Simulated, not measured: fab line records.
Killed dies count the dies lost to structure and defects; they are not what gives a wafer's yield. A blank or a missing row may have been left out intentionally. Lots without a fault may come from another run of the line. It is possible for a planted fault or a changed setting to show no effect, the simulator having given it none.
A lot that was struck, set against a sound lot	flow n5 finfet	15 out of 1938 route steps
Sound: these wafers, L472.3, L472.4, L472.6. Wafers struck: L477.4, L477.5, L477.6. The cause is named last.
At each step with rows: each side's tool, then ch and its chambers, then its first start. Under that, the readings that differ: sound wafers	struck wafers	difference of the means	sigmas: that difference in standard deviations of wafers without a fault.
alike: same words and numbers on both sides, and readings whose means sit less than 2 such deviations apart. not compared: any withheld reading, any reading some wafer has no value for, any bound like >300 that may hide the same value, and any number with overlapping values for which the record gives no deviation.
The two part at a step that has a row with sigmas, a row that says differs or no value, or rows on one side only. Non-overlapping numbers with no deviation appear without sigmas and do not part them. A reading missing from all wafers of one side parts the sides only when that side holds two or more wafers.

first, 3 steps without rows for these wafers: N5_BEOL_M8_EXPOSE_25 (exposes mask V7, target cd 40 nm); N5_BEOL_M8_PEB_26 (peb time 60 s); N5_BEOL_M8_DEVELOP_27 (develop time 30 s).
N5_BEOL_M8_CD_MEAS_28: target cd 40 nm.
  sound on cd sem-03 ch 0, day 11 11:12; struck on cd sem-01 ch 0, day 13 03:10
  alike: cd nm
N5_BEOL_M8_OVL_MEAS_29:
  sound on overlay-01 ch 0, day 11 11:14; struck on overlay-02 ch 0, day 13 03:13
  alike: V7_OVL
N5_BEOL_M8_INSPECT_30: inspects for defects (brightfield).
  sound: defect inspect-02 at day 11 11:17; struck: defect inspect-01 at day 13 03:16
reading	sound	struck	difference	sigmas
raw defect count	489 505 436	202 299 261	-223	-3
N5_BEOL_M8_DESCUM_33: chemistry O2, time 7 s.
  sound on rie diel-05 ch 0,2, day 11 11:58; struck on rie diel-04 ch 0,1,2, day 13 03:17
  alike: drypump motor current A, oes product au, rf vpp V, showerhead plenum p Torr, throttle valve pct
  not compared: rf hours counter h
N5_BEOL_M8_ETCH_72: etches underlayer in N2/H2, target depth 6.5 nm, time 5.2 s.
  sound on rie diel-05 ch 0,2, day 11 12:00; struck on rie diel-04 ch 0,1,2, day 13 03:19
  alike: drypump motor current A, etch rf on time s, oes product au, rf fwd power W, rf vpp V, showerhead plenum p Torr, throttle valve pct
  not compared: rf hours counter h
N5_BEOL_M8_ETCH_65: etches SiARC in CF4, target depth 15.6 nm, time 26 s.
  sound on rie diel-05 ch 0,2, day 11 12:01; struck on rie diel-04 ch 0,1,2, day 13 03:20
  alike: drypump motor current A, etch rf on time s, oes product au, rf fwd power W, rf vpp V, showerhead plenum p Torr, throttle valve pct
  not compared: rf hours counter h
N5_BEOL_M8_ETCH_66: etches SOC in N2/H2, target depth 80 nm, overetch 16 nm, time 120 s.
  sound on rie diel-05 ch 0,2, day 11 12:03; struck on rie diel-04 ch 0,1,2, day 13 03:22
  alike: drypump motor current A, oes product au, rf fwd power W, rf vpp V, showerhead plenum p Torr, throttle valve pct
  not compared: rf hours counter h
then, 2 steps without rows for these wafers: N5_BEOL_M8_STRIP_69 (strips in N2/H2); N5_BEOL_M8_STRIP_73 (strips in N2/H2).
N5_BEOL_M8_VIA_ETCH_34: etches SiCOH lowk in C4F6/O2, target depth 125.5 nm, time 50.5 s.
  sound on rie diel-05 ch 0,2, day 11 12:09; struck on rie diel-04 ch 0,1,2, day 13 03:28
reading	sound	struck	difference	sigmas
rf fwd power W (W)	338.7 340.5 340.9	423.3 424.5 425.7	+84.5	+53
rf vpp V (V)	663 661 655	610 623 620	-42	-3
model.etch.depth nm (nm)	128.1 126.9 123.2	139.3 135.8 136	+11.0	
  alike: drypump motor current A, oes_ar_750_au, oes product au, showerhead plenum p Torr, throttle valve pct
  not compared: rf hours counter h, model.SOC_of_BEOL_M8_COAT_63.thk nm
then, 1 step without rows for these wafers: N5_BEOL_M8_STRIP_76 (strips in C4F6/O2).
-- record jumps: 3 days separate the struck wafers' starts on either side; left off in module BEOL_M8, taken up again in module PASSIVATION, whose first shown step is the route's number 1936 --
N5_PASSIVATION_PROBE_49:
  record: rows for the struck wafers here (prober-02, day 15 22:31), none for the sound ones

WHERE THEY PART
Last at N5_PASSIVATION_PROBE_49 as far as this record goes, first at N5_BEOL_M8_INSPECT_30.

WHY: the cause the simulator had injected
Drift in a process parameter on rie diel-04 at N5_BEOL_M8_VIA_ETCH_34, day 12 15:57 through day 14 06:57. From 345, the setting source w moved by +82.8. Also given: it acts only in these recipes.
